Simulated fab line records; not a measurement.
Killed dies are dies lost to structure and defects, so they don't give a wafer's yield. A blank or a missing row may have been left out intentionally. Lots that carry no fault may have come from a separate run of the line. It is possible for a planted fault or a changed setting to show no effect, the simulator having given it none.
Matching of chambers || flow nand_harc || rie_diel-01 running NHARC_A_M0_DESCUM_14: 4 sister chambers
The step chemistry O2, time 3 s. 14 wafers are shown with their chamber, then 7 later ones without.

EACH WAFER AND ITS CHAMBER
{"wafer": "L846.2", "chamber": 3, "drypump_motor_current_A (A)": 5.9, "oes_product_au (a.u.)": 1.001, "rf_vpp_V (V)": 56.9}
{"wafer": "L846.3", "chamber": 2, "drypump_motor_current_A (A)": 5.7, "oes_product_au (a.u.)": 1.021, "rf_vpp_V (V)": 58.0}
{"wafer": "L846.6", "chamber": 0, "drypump_motor_current_A (A)": 5.2, "oes_product_au (a.u.)": 1.007, "rf_vpp_V (V)": 57.0}
{"wafer": "L845.2", "chamber": 3, "drypump_motor_current_A (A)": 5.9, "oes_product_au (a.u.)": 0.991, "rf_vpp_V (V)": 57.7}
{"wafer": "L845.5", "chamber": 3, "drypump_motor_current_A (A)": 5.8, "oes_product_au (a.u.)": 1.003, "rf_vpp_V (V)": 57.0}
{"wafer": "L845.6", "chamber": 0, "drypump_motor_current_A (A)": 5.2, "oes_product_au (a.u.)": 1.009, "rf_vpp_V (V)": 56.7}
{"wafer": "L847.1", "chamber": 1, "drypump_motor_current_A (A)": 5.8, "oes_product_au (a.u.)": 0.994, "rf_vpp_V (V)": 57.1}
{"wafer": "L847.3", "chamber": 2, "drypump_motor_current_A (A)": 5.8, "oes_product_au (a.u.)": 1.002, "rf_vpp_V (V)": 58.5}
{"wafer": "L847.6", "chamber": 0, "drypump_motor_current_A (A)": 5.2, "oes_product_au (a.u.)": 1.023, "rf_vpp_V (V)": 58.2}
{"wafer": "L850.2", "chamber": 2, "drypump_motor_current_A (A)": 5.8, "oes_product_au (a.u.)": 0.996, "rf_vpp_V (V)": 58.4}
{"wafer": "L850.3", "chamber": 0, "drypump_motor_current_A (A)": 5.2, "oes_product_au (a.u.)": 1.017, "rf_vpp_V (V)": 57.4}
{"wafer": "L850.4", "chamber": 1, "drypump_motor_current_A (A)": 5.8, "oes_product_au (a.u.)": 0.987, "rf_vpp_V (V)": 57.5}
{"wafer": "L853.1", "chamber": 0, "drypump_motor_current_A (A)": 5.2, "oes_product_au (a.u.)": 1.020, "rf_vpp_V (V)": 56.6}
{"wafer": "L853.3", "chamber": 1, "drypump_motor_current_A (A)": 5.8, "oes_product_au (a.u.)": 0.989, "rf_vpp_V (V)": 58.7}

SIGNATURES (averages over the wafers above)
{"reading": "drypump_motor_current_A", "chamber 0": 5.200, "chamber 1": 5.800, "chamber 2": 5.767, "chamber 3": 5.867, "scatter within a chamber": 0.0365}
{"reading": "oes_product_au", "chamber 0": 1.01520, "chamber 1": 0.99000, "chamber 2": 1.00633, "chamber 3": 0.99833, "scatter within a chamber": 0.00801}
{"reading": "rf_vpp_V", "chamber 0": 57.180, "chamber 1": 57.767, "chamber 2": 58.300, "chamber 3": 57.200, "scatter within a chamber": 0.6}
Rule: a wafer lies at a distance from a chamber equal to the root of the sum of squares, over the readings, of (its reading less the chamber's mean, divided by the reading's scatter). The wafer belongs to the nearest chamber; if the next one is less than 2 further off, it can't be placed. The scatter: the root of (the sum of the squares of (reading less its chamber's mean) over the shown wafers, divided by (wafers less chambers)).

WAFERS WHOSE CHAMBER IS MISSING
{"wafer": "L853.5", "drypump_motor_current_A (A)": 5.8, "oes_product_au (a.u.)": 0.994, "rf_vpp_V (V)": 58.4}
{"wafer": "L860.2", "drypump_motor_current_A (A)": 5.2, "oes_product_au (a.u.)": 1.018, "rf_vpp_V (V)": 57.3}
{"wafer": "L860.4", "drypump_motor_current_A (A)": 5.8, "oes_product_au (a.u.)": 1.004, "rf_vpp_V (V)": 56.8}
{"wafer": "L860.5", "drypump_motor_current_A (A)": 5.2, "oes_product_au (a.u.)": 1.026, "rf_vpp_V (V)": 57.7}
{"wafer": "L866.1", "drypump_motor_current_A (A)": 5.2, "oes_product_au (a.u.)": 1.013, "rf_vpp_V (V)": 58.2}
{"wafer": "L866.2", "drypump_motor_current_A (A)": 5.8, "oes_product_au (a.u.)": 0.989, "rf_vpp_V (V)": 58.9}
{"wafer": "L866.3", "drypump_motor_current_A (A)": 5.9, "oes_product_au (a.u.)": 1.015, "rf_vpp_V (V)": 57.3}

WHICH CHAMBER EACH ONE RAN IN
{"wafer": "L853.5", "from the rows above": "can't be placed: 1 or 2 or 3", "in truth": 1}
{"wafer": "L860.2", "from the rows above": 0, "in truth": 0}
{"wafer": "L860.4", "from the rows above": "can't be placed: 3 or 1 or 2", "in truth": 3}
{"wafer": "L860.5", "from the rows above": 0, "in truth": 0}
{"wafer": "L866.1", "from the rows above": 0, "in truth": 0}
{"wafer": "L866.2", "from the rows above": "can't be placed: 1 or 2 or 3", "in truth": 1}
{"wafer": "L866.3", "from the rows above": "can't be placed: 3 or 2 or 1", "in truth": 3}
Placed correctly: 3 of 7. Cannot be placed on the basis of these rows: 4; the candidates contain the true chamber in 4. Wrongly placed: 0.
